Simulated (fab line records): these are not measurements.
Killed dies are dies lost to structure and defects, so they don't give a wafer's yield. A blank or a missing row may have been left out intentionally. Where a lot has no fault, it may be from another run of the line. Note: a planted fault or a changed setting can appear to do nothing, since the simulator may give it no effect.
A lot that was struck, set against a sound lot + flow nand_harc + 14 out of 1159 route steps
Sound: the wafers L123.3, L123.4, L123.5. Struck: wafer L135.3 (L135.1, L135.6, from the same lot, were not struck and are left out); the cause is given at the end.
For every step that has rows: the tool of each side, followed by ch and its chambers, followed by its first start. Under that, the readings that differ: sound wafers + struck wafers + difference of the means + sigmas: that difference in standard deviations of wafers without a fault.
alike: a reading whose means differ by less than 2 such deviations, as well as words and numbers matching on both sides. not compared: withheld readings; readings where some wafer has no value; bounds like >300 that might hide an equal value; numbers whose values overlap and for which the record gives no deviation.
The two part at a step that has a row with sigmas, a row that says differs or no value, or rows on one side only. Numbers that have no deviation but don't overlap get no sigmas and don't part them. A reading that every wafer of one side lacks parts them only if that side has two wafers or more.

NHARC_THIN_TSV_DEP_43: deposits SiO2, target thk 1328.5 nm.
  sound on pecvd-04 ch 0,2, day 18 22:14; struck on pecvd-04 ch 0, day 21 22:07
  alike: throttle_valve_pct
then, 8 steps without rows for these wafers: NHARC_THIN_TSV_DEHYDRATE_04 (time 120 s); NHARC_THIN_TSV_HMDS_05 (time 30 s); NHARC_THIN_TSV_COAT_06; NHARC_THIN_TSV_SOFTBAKE_07 (time 95 s); NHARC_THIN_TSV_EBR_08; NHARC_THIN_TSV_EXPOSE_09 (exposes mask TSV); NHARC_THIN_TSV_PEB_10 (peb time 85 s); NHARC_THIN_TSV_DEVELOP_11 (time 70 s).
NHARC_THIN_TSV_CD_MEAS_12: the cd target is 1000 nm.
  sound on cd_sem-02 ch 0, day 18 22:59; struck on cd_sem-01 ch 0, day 21 22:49
  alike: cd_nm
then, 1 step without rows for these wafers: NHARC_THIN_TSV_HARDBAKE_13 (time 80 s).
NHARC_THIN_TSV_DESCUM_14: chemistry O2, time 3 s.
  sound on rie_diel-10 ch 1,2,3, day 18 23:08; struck on rie_diel-11 ch 3, day 21 22:59
| reading                         | sound             | struck | difference | sigmas |
|---------------------------------|-------------------|--------|------------|--------|
| oes_product_au (a.u.)           | 0.996 0.987 0.989 | 1.019  | +0.028     | +3     |
| showerhead_plenum_p_Torr (Torr) | 2.04 2.05 1.99    | 1.81   | -0.22      | -2     |
  alike: drypump_motor_current_A, rf_vpp_V, throttle_valve_pct
  not compared: rf_hours_counter_h
NHARC_THIN_TSV_ETCH_44: etches the open film in CF4/O2, target depth 1594.2 nm, time 797.1 s.
  sound on rie_diel-10 ch 2,3, day 18 23:17; struck on rie_diel-11 ch 0, day 21 23:05
| reading                         | sound             | struck | difference | sigmas      |
|---------------------------------|-------------------|--------|------------|-------------|
| oes_product_au (a.u.)           | 1.002 0.996 0.994 | 0.744  | -0.253     | -26         |
| rf_fwd_power_W (W)              | 300.0 299.1 298.9 | 178.8  | -120.5     | -99 or more |
| rf_vpp_V (V)                    | 798 802 802       | 788    | -13        | -2          |
| showerhead_plenum_p_Torr (Torr) | 1.90 1.95 1.95    | 1.73   | -0.20      | -2          |
  alike: drypump_motor_current_A, throttle_valve_pct
  not compared: rf_hours_counter_h
NHARC_THIN_TSV_ETCH_15: target depth 3000 nm, bosch target overetch cycles 2, bosch etch step 2.8 s.
  sound on rie_si-05 ch 1,2, day 18 23:48; struck on rie_si-04 ch 3, day 21 23:40
| reading                     | sound       | struck | difference | sigmas |
|-----------------------------|-------------|--------|------------|--------|
| drypump_motor_current_A (A) | 5.8 6.0 6.0 | 4.7    | -1.2       | -3     |
  not compared: rf_hours_counter_h

WHERE THEY PART
Last at NHARC_THIN_TSV_ETCH_15 as far as this record goes, first at NHARC_THIN_TSV_DESCUM_14.

WHY: whatever the simulator had introduced
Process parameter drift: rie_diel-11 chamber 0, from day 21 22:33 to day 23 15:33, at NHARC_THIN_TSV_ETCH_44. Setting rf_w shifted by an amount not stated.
